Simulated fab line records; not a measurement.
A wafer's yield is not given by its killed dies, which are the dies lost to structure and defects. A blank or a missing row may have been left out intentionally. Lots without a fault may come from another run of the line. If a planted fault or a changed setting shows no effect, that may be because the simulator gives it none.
Matching of chambers / flow nand-harc / rie-diel-09 running NHARC_P_CONTACT_ETCH_36: 4 sister chambers
The step etches the open film in N2/H2, target depth 260 nm, time 406.25 s. 8 wafers are shown with their chamber, then 7 later ones without.

## WAFERS WITH THEIR CHAMBER
wafer=L249.5; chamber=1; drypump-motor-current-A (A)=6.1; oes-product-au (a.u.)=0.982
wafer=L250.3; chamber=2; drypump-motor-current-A (A)=5.3; oes-product-au (a.u.)=1.005
wafer=L251.4; chamber=1; drypump-motor-current-A (A)=6.0; oes-product-au (a.u.)=0.989
wafer=L253.3; chamber=0; drypump-motor-current-A (A)=6.0; oes-product-au (a.u.)=1.006
wafer=L253.4; chamber=0; drypump-motor-current-A (A)=6.0; oes-product-au (a.u.)=1.004
wafer=L253.5; chamber=3; drypump-motor-current-A (A)=6.0; oes-product-au (a.u.)=0.989
wafer=L265.2; chamber=2; drypump-motor-current-A (A)=5.3; oes-product-au (a.u.)=0.999
wafer=L265.5; chamber=3; drypump-motor-current-A (A)=5.9; oes-product-au (a.u.)=0.985

## WAFERS WITH NO CHAMBER GIVEN
wafer=L265.6; drypump-motor-current-A (A)=6.0; oes-product-au (a.u.)=1.000
wafer=L266.1; drypump-motor-current-A (A)=6.0; oes-product-au (a.u.)=1.014
wafer=L266.5; drypump-motor-current-A (A)=6.0; oes-product-au (a.u.)=1.004
wafer=L266.6; drypump-motor-current-A (A)=6.0; oes-product-au (a.u.)=1.009
wafer=L267.2; drypump-motor-current-A (A)=5.9; oes-product-au (a.u.)=0.992
wafer=L267.3; drypump-motor-current-A (A)=6.0; oes-product-au (a.u.)=1.006
wafer=L267.4; drypump-motor-current-A (A)=5.3; oes-product-au (a.u.)=1.003

## WHICH CHAMBER EACH ONE RAN IN
wafer=L265.6; from the rows above=0; in truth=0
wafer=L266.1; from the rows above=0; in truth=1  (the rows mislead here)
wafer=L266.5; from the rows above=0; in truth=0
wafer=L266.6; from the rows above=0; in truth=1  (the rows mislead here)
wafer=L267.2; from the rows above=can't be placed: 3 or 1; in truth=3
wafer=L267.3; from the rows above=0; in truth=0
wafer=L267.4; from the rows above=2; in truth=2
Placed correctly: 4 of 7. Not placeable from these rows: 1 (in 1, the candidates include the true chamber). Wrongly placed: 2.
How it was worked out, from the rows above alone: a wafer's distance from a chamber is the root of the sum, over the readings, of the square of ((its reading less the chamber's mean) divided by the reading's scatter). If the next closest chamber is less than 2 further off than the closest, the wafer can't be placed; otherwise it belongs to the closest. A chamber's mean is the mean of its shown wafers. The scatter is the square root of a quotient: the sum, over the shown wafers, of each reading's squared deviation from its chamber's mean, divided by wafers minus chambers.
